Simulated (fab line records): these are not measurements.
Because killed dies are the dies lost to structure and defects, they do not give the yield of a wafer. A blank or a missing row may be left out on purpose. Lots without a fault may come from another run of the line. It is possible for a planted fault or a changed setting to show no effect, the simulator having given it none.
Which tool did it?	flow nand-harc	route of 1159 steps, sampled at 1 step: 10 lots, 30 wafers

## WHAT THE GAUGES SHOWED, per wafer
NHARC_A_BONDPAD_OVL_MEAS_35.
lot	measured	on	overlay-x-nm (nm)
L504	day 17 21:38	overlay-01	3 2 3
L503	day 18 01:29	overlay-02	3 4 3
L508	day 18 08:34	overlay-02	-1 -2 -2
L513	day 20 15:07	overlay-02	-3 -3 -3
L516	day 22 05:07	overlay-01	-13 -13 -14
L514	day 22 11:13	overlay-01	0 0 0
L519	day 22 22:58	overlay-01	-4 -4 -4
L523	day 23 06:51	overlay-01	-8 -9 -9
L522	day 23 10:05	overlay-02	0 0 0
L526	day 24 09:18	overlay-01	-10 -10 -10

## TOOL THAT RAN EACH LOT (tool first, then ch and the chambers of the sampled wafers, then the start)
The record holds no process step before these readings.

## THE ANSWER, worked out from the rows above alone
Rule: usual is defined by the lots themselves. The widest of any qualifying gaps counts: lots, ordered by their means at a reading, are off when they make up no more than a third of the lots, leave a main group of 4 or more, and stand apart from it by 3 or more times the standard deviation of that group's means. A main group whose means are all the same, to the digits that the tables above print for the reading, isn't used. Also off: a lot with no number at a reading for which 4 or more lots have one. Any other lot the step has rows for is counted as sound.
No lot is off at any reading shown: from this, nothing can be told.

## WHAT HAD BEEN PUT IN BY THE SIMULATOR
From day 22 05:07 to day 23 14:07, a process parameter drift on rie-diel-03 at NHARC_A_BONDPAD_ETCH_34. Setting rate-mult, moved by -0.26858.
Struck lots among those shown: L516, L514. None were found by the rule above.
